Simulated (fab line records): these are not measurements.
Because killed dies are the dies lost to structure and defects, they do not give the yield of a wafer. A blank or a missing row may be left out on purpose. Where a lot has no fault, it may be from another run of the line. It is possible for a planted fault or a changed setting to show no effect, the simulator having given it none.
Which of the tools did it? :: flow nand_harc :: 7 lots with 21 wafers sampled at 3 steps, on a route of 1302 steps

## WHAT EACH GAUGE READ, for each wafer
NHARC_P_STI_CD_MEAS_09: the cd target is 200 nm.
lot: L408
measured: day 4 00:42
on: cd_sem-02
cd_nm (nm): 197.1 198.5 199.1

lot: L412
measured: day 5 17:29
on: cd_sem-03
cd_nm (nm): 199.8 196.5 198.5

lot: L417
measured: day 7 21:11
on: cd_sem-02
cd_nm (nm): 198.6 198.9 200.8

lot: L423
measured: day 10 06:52
on: cd_sem-02
cd_nm (nm): 196.0 202.0 200.7

lot: L425
measured: day 11 03:32
on: cd_sem-02
cd_nm (nm): 197.3 199.2 200.4

lot: L427
measured: day 11 22:41
on: cd_sem-02
cd_nm (nm): 197.6 196.2 198.5

## EACH LOT AND THE TOOL THAT RAN IT (in order: tool; ch and the chambers of the sampled wafers; start)
lot: L408
NHARC_P_ZERO_WELL_DESCUM_13: rie_diel-03 ch 1,2,3, day 3 03:16
NHARC_P_ZERO_WELL_IMPLANT_60: implanter-02 ch 0, day 3 06:49

lot: L412
NHARC_P_ZERO_WELL_DESCUM_13: rie_diel-09 ch 1,2, day 4 19:23
NHARC_P_ZERO_WELL_IMPLANT_60: implanter-02 ch 0, day 4 23:22

lot: L417
NHARC_P_ZERO_WELL_DESCUM_13: rie_diel-10 ch 0,1,3, day 6 21:26
NHARC_P_ZERO_WELL_IMPLANT_60: implanter-01 ch 0, day 7 00:39

lot: L419
NHARC_P_ZERO_WELL_DESCUM_13: rie_diel-10 ch 2,3, day 7 17:24
NHARC_P_ZERO_WELL_IMPLANT_60: implanter-02, day 7 20:55

lot: L423
NHARC_P_ZERO_WELL_DESCUM_13: rie_diel-09 ch 2,3, day 9 09:24
NHARC_P_ZERO_WELL_IMPLANT_60: implanter-01 ch 0, day 9 12:53

lot: L425
NHARC_P_ZERO_WELL_DESCUM_13: rie_diel-10 ch 0,1, day 10 05:49
NHARC_P_ZERO_WELL_IMPLANT_60: implanter-01 ch 0, day 10 09:59

lot: L427
NHARC_P_ZERO_WELL_DESCUM_13: rie_diel-03 ch 1,2, day 11 01:20
NHARC_P_ZERO_WELL_IMPLANT_60: implanter-01 ch 0, day 11 04:43
- NHARC_P_ZERO_WELL_DESCUM_13: chemistry O2, time 3 s.
- NHARC_P_ZERO_WELL_IMPLANT_60

## THE ANSWER, worked out from the rows above alone
Rule: the usual values come from the lots themselves. Put in order of their means at a reading, lots are off if they are a third of the lots or fewer, leave a main group of 4 or more, and stand apart from it by a gap of 3 or more times the standard deviation of the main group's means; of several such gaps the widest counts. The tables above print the reading to a certain number of digits; a main group whose means all agree to those digits is not used. Also off: a lot with no number at a reading for which 4 or more lots have one. The other lots that the step has rows for count as sound.
No lot is off on any of the readings shown, so nothing can be concluded from this.

## WHAT WAS PUT IN BY THE SIMULATOR
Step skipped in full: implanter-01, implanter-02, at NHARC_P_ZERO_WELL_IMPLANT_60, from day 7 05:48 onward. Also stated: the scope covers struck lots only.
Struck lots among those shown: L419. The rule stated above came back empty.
